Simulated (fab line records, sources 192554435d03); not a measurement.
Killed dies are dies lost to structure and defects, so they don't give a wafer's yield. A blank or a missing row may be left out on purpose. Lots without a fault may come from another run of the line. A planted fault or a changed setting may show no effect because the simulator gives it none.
Chamber matching | flow n5_finfet | N5_BEOL_M2_PECVD_72 on pecvd-04: 3 sister chambers
The step deposits SiO2 from TEOS/O2, target thk 16 nm, time 18 s. 6 wafers are shown with their chamber, then 7 later ones without.

WAFERS WITH THEIR CHAMBER
wafer  | chamber | showerhead_plenum_p_Torr (Torr) | throttle_valve_pct (%)
L081.1 | 0       | 8.72                            | 24.8
L081.4 | 0       | 8.71                            | 24.6
L084.2 | 1       | 8.92                            | 21.9
L084.5 | 2       | 8.69                            | 22.1
L088.1 | 1       | 8.93                            | 22.0
L088.4 | 2       | 8.70                            | 22.0

WAFERS WITHOUT THEIR CHAMBER
wafer  | showerhead_plenum_p_Torr (Torr) | throttle_valve_pct (%)
L088.5 | 8.68                            | 25.1
L090.2 | 8.91                            | 22.2
L090.3 | 8.69                            | 21.6
L090.6 | 8.71                            | 21.6
L092.2 | 8.93                            | 22.1
L092.4 | 8.93                            | 21.7
L092.5 | 8.73                            | 21.7

WHICH CHAMBER EACH WENT THROUGH
wafer  | from the rows above | in truth
L088.5 | 0                   | 0
L090.2 | 1                   | 1
L090.3 | 2                   | 2
L090.6 | 2                   | 2
L092.2 | 1                   | 1
L092.4 | 1                   | 1
L092.5 | 2                   | 2
Placed correctly: 7 of 7. Can't be placed from these rows: 0. Placed wrongly: 0.
How it was worked out, from the rows above alone: a wafer's distance from a chamber is the root of the sum, over the readings, of the square of ((its reading less the chamber's mean) divided by the reading's scatter). The wafer belongs to the nearest chamber; if the next one is less than 2 further off, it can't be placed. A chamber's mean is the mean of its shown wafers. The scatter: the root of (the sum of the squares of (reading less its chamber's mean) over the shown wafers, divided by (wafers less chambers)).
